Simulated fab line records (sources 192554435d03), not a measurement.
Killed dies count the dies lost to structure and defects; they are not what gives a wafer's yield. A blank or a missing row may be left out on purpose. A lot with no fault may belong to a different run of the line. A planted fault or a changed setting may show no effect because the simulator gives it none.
A lot that was struck, set against a sound lot | flow n5-finfet | 37 out of 1938 route steps
Sound: wafers L518.3, L518.4, L518.6. Struck: wafers L537.1, L537.6 (left out: L537.3, a lot-mate that was not struck); the cause follows at the end.
Per side, at each step with rows, come the tool, then ch with its chambers, and then its first start. Under that, the readings that differ: sound wafers | struck wafers | difference of the means | sigmas: that difference in standard deviations of wafers without a fault.
alike: same words and numbers on both sides, and readings whose means sit less than 2 such deviations apart. not compared: any withheld reading, any reading some wafer has no value for, any bound like >300 that may hide the same value, and any number with overlapping values for which the record gives no deviation.
Wherever a step has rows on one side only, a row that says differs or no value, or a row with sigmas, the two part there. Non-overlapping numbers with no deviation appear without sigmas and do not part them. Lack of a reading on every wafer of one side parts them only where that side has two or more wafers.

first, 9 steps without rows for these wafers: N5_BEOL_M10_PEB_26 (peb time 60 s); N5_BEOL_M10_DEVELOP_27 (develop time 30 s); N5_BEOL_M10_DESCUM_33 (chemistry O2, time 7.9 s); N5_BEOL_M10_ETCH_65 (etches SiARC in CF4, target depth 39 nm, time 65 s); N5_BEOL_M10_ETCH_66 (etches SOC in N2/H2, target depth 120 nm, overetch 24 nm, time 180 s); N5_BEOL_M10_STRIP_69 (strips in N2/H2); N5_BEOL_M10_VIA_ETCH_34 (etches SiCOH lowk in C4F6/O2, target depth 184.5 nm, time 69.2 s); N5_BEOL_M10_STRIP_73 (strips in C4F6/O2); N5_BEOL_M10_STRIP_36 (strips in N2/H2).
N5_BEOL_M10_TRENCH_ETCH_37: etches SiCOH lowk in C4F6/O2, target depth 148.83 nm, time 48 s.
  sound on rie-diel-02 ch 0,1,3, day 11 01:21; struck on rie-diel-02 ch 0, day 15 20:58
  reading                                     | sound             | struck      | difference | sigmas
  oes_ar_750_au (a.u.)                        | 0.83 0.85 0.70    | 1.02 1.03   | +0.23      | +4
  oes_f_703_au (a.u.)                         | 0.82 0.86 0.70    | 1.36 1.36   | +0.57      | +9
  oes_o_777_au (a.u.)                         | 0.83 0.87 0.71    | 1.27 1.27   | +0.47      | +7
  rf-fwd-power-W (W)                          | 342.0 341.9 341.2 | 549.4 548.6 | +207.3     | +99 or more
  rf-vpp-V (V)                                | 671 660 666       | 532 531     | -134       | -11
  model.BEOL_M10.feature-depth-nm (nm)        | 148 146.4 147     | 178.4 178.6 | +31.4      |
  model.etch.depth-nm (nm)                    | 148.1 146.4 146.9 | 178.5 178.5 | +31.4      |
  model.TiN_of_BEOL_M10_HM_DEP_02.thk-nm (nm) | 15.8 15.8 15.8    | 15.2 15.4   | -0.5       |
  alike: drypump-motor-current-A, oes-product-au, showerhead-plenum-p-Torr, throttle-valve-pct
  not compared: rf-hours-counter-h
then, 2 steps without rows for these wafers: N5_BEOL_M10_ETCH_41 (etches SiCN in CH3F/O2, target depth 42.6 nm, time 86 s); N5_BEOL_M10_STRIP_77 (strips in N2/H2, time 10 s).
N5_BEOL_M10_OCD_MEAS_38:
  struck on ocd-02, day 15 21:09; sound on ocd-02, day 11 01:32
  reading              | sound             | struck      | difference | sigmas
  trench-depth-nm (nm) | 147.5 146.4 146.8 | 178.3 178.3 | +31.4      | +14
then, 13 steps without rows for these wafers: N5_BEOL_M10_HM_STRIP_39 (strips TiN in peroxide tin strip, target depth 25 nm, time 158 s); N5_BEOL_M10_SRD_40 (time 30 s); N5_BEOL_M10_PRECLEAN_42 (cleans in residue remover, time 60 s); N5_BEOL_M10_SRD_43 (time 30 s); N5_BEOL_M10_CURE_72 (cures SiCOH lowk, time 120 s); N5_BEOL_M10_DEGAS_44 (time 60 s); N5_BEOL_M10_PRE_CLEAN_45 (time 30 s); N5_BEOL_M10_ALD_74 (deposits TaN, target thk 2 nm, pulse time 2 s, purge time 3 s); N5_BEOL_M10_SURFACE_TREAT_76; N5_BEOL_M10_CVD_75 (deposits Co from CCTBA/H2, target thk 2 nm, time 138.9 s); N5_BEOL_M10_SPUTTER_48 (material Cu, target thk 12 nm, time 2 s); N5_BEOL_M10_ECD_50 (material Cu, target thk 318 nm); N5_BEOL_M10_ANNEAL_51 (time 90 s).
N5_BEOL_M10_CMP_52: polishes, stops on SiCOH lowk, t overpolish 7 s, target thk 140 nm.
  sound on cmp-02 ch 0,1, day 11 03:29; struck on cmp-02 ch 0,3, day 15 23:21
  reading                                 | sound           | struck      | difference | sigmas
  model.Cu_of_BEOL_M10_ECD_50.thk-nm (nm) | 141 137.4 138.8 | 170.6 170.2 | +31.3      |
  alike: barrier-field-endpoint-s, motor-current-A, overpolish-run-s, time-to-endpoint-s
N5_BEOL_M10_THK_MEAS_53: measures by xrf.
  struck on film-metro-02, day 15 23:39; sound on film-metro-02, day 11 03:47
  reading      | sound             | struck      | difference | sigmas
  M10_THK (nm) | 140.3 136.4 138.6 | 171.9 171.0 | +33.0      | +12
then, 2 steps without rows for these wafers: N5_BEOL_M10_PRE_CLEAN_55 (time 15 s); N5_BEOL_M10_DEP_56 (deposits SiCN from 3MS/NH3, target thk 15 nm, time 26.5 s).
N5_BEOL_M10_RS_MEAS_57: measures by four-point-probe.
  struck on film-metro-02, day 15 23:47; sound on film-metro-02, day 11 03:55
  reading         | sound                | struck        | difference | sigmas
  M10_RS (ohm/sq) | 0.1500 0.1545 0.1522 | 0.1218 0.1221 | -0.0303    | -11
then, 5 steps without rows for these wafers: N5_BEOL_M11_ILD_DEP_00 (deposits SiCOH lowk from DEMS/porogen, target thk 308.51 nm, time 58 s); N5_BEOL_M11_CURE_71 (cures SiCOH lowk, time 240 s); N5_BEOL_M11_PECVD_70 (deposits SiO2 from TEOS/O2, target thk 20 nm, time 22.7 s); N5_BEOL_M11_HM_DEP_02 (deposits TiN, target thk 20 nm); N5_BEOL_M11_COAT_59 (time 60 s, resist thk 100 nm).
N5_BEOL_M15_RC_MEAS_101:
  sound on prober-02 ch 0, day 13 00:59; struck on prober-02 ch 0, day 17 09:44
  reading                    | sound                   | struck          | difference | sigmas
  COMB_M8 (S/m)              | 2.1e-11 2.4e-11 1.7e-11 | 3.1e-11 4.1e-11 | +1.5e-11   | +3
  SERP_M10 (ohm/um)          | 3.07 3.20 3.08          | 2.51 2.49       | -0.62      | -9
  SERP_M10_max_site (ohm/um) | 3.18 3.26 3.18          | 2.58 2.53       | -0.65      | -9
  SERP_M5 (ohm/um)           | 40.3 36.1 40.3          | 42.9 43.2       | +4.1       | +2
  alike: COMB_M11, COMB_M12, COMB_M13, COMB_M13_max_site, COMB_M14, COMB_M14_max_site, COMB_M15, COMB_M5, COMB_M6, COMB_M7, COMB_M9, SERP_M11, SERP_M12, SERP_M13, SERP_M14, SERP_M6, SERP_M7, SERP_M8, SERP_M9

## WHERE THEY PART
First at N5_BEOL_M10_TRENCH_ETCH_37; last, within this record, at N5_BEOL_M15_RC_MEAS_101.

WHY: the cause the simulator had injected
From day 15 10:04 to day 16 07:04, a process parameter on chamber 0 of rie-diel-02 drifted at N5_BEOL_M10_TRENCH_ETCH_37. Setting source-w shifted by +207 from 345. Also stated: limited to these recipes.
